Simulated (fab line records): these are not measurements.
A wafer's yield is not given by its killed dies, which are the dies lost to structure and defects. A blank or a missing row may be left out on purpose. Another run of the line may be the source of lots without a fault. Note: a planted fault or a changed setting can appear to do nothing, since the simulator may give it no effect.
Problem report, 8D (eight disciplines) form, completed by code -- flow nand_harc -- the parts of the form that need people (team, actions taken, sign-off) are left out

1. THE PROBLEM
Wafers without a fault read 71, standard deviation 26; raw_defect_count at NHARC_A_CHANNEL_HOLE_D1_INSPECT_40 reads a mean of 433 on 6 wafers belonging to 2 lots. That puts it +14 standard deviations away from the usual mean.
First observed at day 12 09:31: wafer L794.1, on defect_inspect-01. The record holds 36 wafers of 12 lots with a number at this step. By rule, "out" or "out of limits" means more than 4 standard deviations away from the usual mean. All remaining wafers that have a number are taken as sound.

2. WHAT IT IS, WHAT IT ISN'T
question,is,is not
which readings at this step,raw_defect_count,-
which lots,"L794, L796","L787, L788, L790, L803, L804, L805, L806, L808, L809, L810"
which wafers of those lots,all that have a number,-
read on which gauges,defect_inspect-01,defect_inspect-02
when,from day 12 09:31,"up to then (9 sound wafers); but 21 sound wafers of L803, L804, L805, L806, L808, L809, L810 came after"

3. SUSPECTS, AND WHAT RULES EACH OUT
Counting: a tool at a process step up to the reading stays a suspect if it ran every lot that is out and no sound lot after the first of them.
- the gauge at NHARC_A_CHANNEL_HOLE_D1_INSPECT_40: kept. All the wafers that are out were read on defect_inspect-01, and no step on other tools shows them out.
- rie_diel-06 at NHARC_A_CHANNEL_HOLE_D1_STRIP_42 (strips in CF4/CHF3): ruled out as a lasting fault. Following L794 (day 12 08:25), the first lot on it that is out, the sound lots L804, L806, L808, L810 were run on it.
- rie_diel-06 at NHARC_A_CHANNEL_HOLE_D1_STRIP_27 (strips in O2): ruled out as a lasting fault. Following L794 (day 12 09:31), the first lot on it that is out, the sound lots L804, L806, L808, L810 were run on it. With no start given for some of its lots, NHARC_A_CHANNEL_HOLE_D1_STRIP_27 uses the hours and lot order of NHARC_A_CHANNEL_HOLE_D1_INSPECT_40.
Remaining after the count: defect_inspect-01 at NHARC_A_CHANNEL_HOLE_D1_INSPECT_40.

4. THE CAUSE (what the simulator had put in)
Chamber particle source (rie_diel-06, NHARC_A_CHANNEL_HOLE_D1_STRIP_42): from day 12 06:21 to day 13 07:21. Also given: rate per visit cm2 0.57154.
Counting ruled it out, wrongly: the rule takes a fault to strike every lot that its tool runs from its start on, and this one did not.

5. SEQUENCE OF EFFECTS, ordered by route
Each row: a reading whose mean over the struck wafers that have a number lies more than 3 standard deviations from the usual. Scope: only readings with a usual standard deviation given in the record; hours: median across lots of the time from each lot's start at the first step in this table that gives one to its start at this step; sigmas: change in usual standard deviations.
hours,step,reading,usual,on struck wafers,change,sigmas
0,NHARC_A_CHANNEL_HOLE_D1_INSPECT_40,raw_defect_count,71,433,+362,+14
376,NHARC_END_SORT_01,killed_at_array,46,106,+60,+4.0
376,NHARC_END_SORT_01,killed_dies,51,112,+60,+4.0

6. HOW IT WOULD HAVE BEEN CAUGHT EARLIER
In this record the first reading out of limits at a measuring or inspecting step was taken at day 12 09:31, 3 hours after the fault began at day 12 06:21.
